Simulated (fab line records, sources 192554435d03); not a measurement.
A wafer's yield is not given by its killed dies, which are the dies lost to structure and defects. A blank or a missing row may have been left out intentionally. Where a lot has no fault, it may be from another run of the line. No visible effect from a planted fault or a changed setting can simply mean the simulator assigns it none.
Which tool did it? | flow n5 finfet | 11 lots, 31 wafers sampled, at 2 steps of a route of 1938

== WHAT EACH GAUGE READ, for each wafer ==
N5_BEOL_M11_CD_MEAS_18: pitch 140 nm, target cd 70 nm.
lot  | measured     | on        | cd nm (nm)
L672 | day 10 10:41 | cd sem-02 | 70.1 70.3
L673 | day 10 13:20 | cd sem-02 | 70.2 70.1 70.7
L674 | day 10 20:01 | cd sem-02 | 69.5 69.4 69.6
L677 | day 11 07:38 | cd sem-03 | 69.7 70.4 69.7
L679 | day 11 20:31 | cd sem-01 | 70.3 70.3 70.8
L685 | day 13 19:59 | cd sem-01 | 69.2 69.8 69.3
L686 | day 14 07:42 | cd sem-03 | 70.2 69.6 69.8
L689 | day 14 12:56 | cd sem-03 | 70.0 70.5
L691 | day 16 13:22 | cd sem-03 | 69.2 69.6 69.5
L695 | day 17 22:47 | cd sem-01 | 70.3 70.6 70.9
L693 | day 18 11:33 | cd sem-01 | 69.9 69.8 71.6

== EACH LOT AND THE TOOL THAT RAN IT (in order: tool; ch and the chambers of the sampled wafers; start) ==
lot  | N5_BEOL_M11_STRIP_19
L672 | rie diel-04 ch 1,3, day 10 10:37
L673 | rie diel-02 ch 0,1,3, day 10 13:16
L674 | rie diel-04 ch 0,2,3, day 10 19:57
L677 | rie diel-06 ch 2,3, day 11 07:34
L679 | rie diel-04 ch 0,1,3, day 11 20:27
L685 | rie diel-06 ch 0,2,3, day 13 19:56
L686 | rie diel-06 ch 1,2,3, day 14 07:38
L689 | rie diel-02 ch 1,3, day 14 12:52
L691 | rie diel-04 ch 2,3, day 16 13:17
L695 | rie diel-02 ch 0,1,2, day 17 22:43
L693 | rie diel-02 ch 1,2,3, day 18 11:29
- N5_BEOL_M11_STRIP_19: strips in O2.

== AS READ BY THE TOOLS THEMSELVES (means over the sampled wafers that have a number; for cases with no such wafer, the mark the record gives instead) ==
N5_BEOL_M11_STRIP_19.
lot  | tool        | drypump motor current A (A) | oes product au (a.u.) | rf vpp V (V) | showerhead plenum p Torr (Torr) | throttle valve pct (%)
L672 | rie diel-04 | 5.7                         | 0.78                  | 3.8          | 2.17                            | 16.71
L673 | rie diel-02 | 5.3                         | 0.74                  | 3.3          | 2.12                            | 16.71
L674 | rie diel-04 | 5.1                         | 0.81                  | 3.7          | 2.09                            | 16.71
L677 | rie diel-06 | 6.0                         | 0.79                  | 3.4          | 2.08                            | 16.85
L679 | rie diel-04 | 5.5                         | 0.77                  | 3.3          | 2.15                            | 16.71
L685 | rie diel-06 | 5.6                         | 0.84                  | 3.2          | 2.06                            | 16.55
L686 | rie diel-06 | 5.9                         | 0.77                  | 3.8          | 2.10                            | 16.83
L689 | rie diel-02 | 5.3                         | 0.73                  | 3.2          | 2.12                            | 16.65
L691 | rie diel-04 | 5.2                         | 0.78                  | 3.4          | 2.09                            | 16.81
L695 | rie diel-02 | 5.8                         | 0.85                  | 3.2          | 2.09                            | 16.65
L693 | rie diel-02 | 5.7                         | 0.74                  | 4.0          | 2.12                            | 16.70

== THE ANSWER, worked out from the rows above alone ==
Rule: the usual values come from the lots themselves. Put in order of their means at a reading, lots are off if they are a third of the lots or fewer, leave a main group of 4 or more, and stand apart from it by a gap of 3 or more times the standard deviation of the main group's means; of several such gaps the widest counts. Not used: any main group whose means are identical at the precision the tables above print for the reading. A lot without any number at a reading at which 4 lots or more have one is off too. Any other lot the step has rows for is counted as sound. First the gauges in route order, then the tools' own readings, where a lot's mean is used as printed above. The first step at which some lot is off is used, and at that step the reading that is off furthest; a lot without a number counts as furthest.
Across all readings shown, no lot is off: no conclusion can be drawn from this.

== WHAT THE SIMULATOR PUT IN ==
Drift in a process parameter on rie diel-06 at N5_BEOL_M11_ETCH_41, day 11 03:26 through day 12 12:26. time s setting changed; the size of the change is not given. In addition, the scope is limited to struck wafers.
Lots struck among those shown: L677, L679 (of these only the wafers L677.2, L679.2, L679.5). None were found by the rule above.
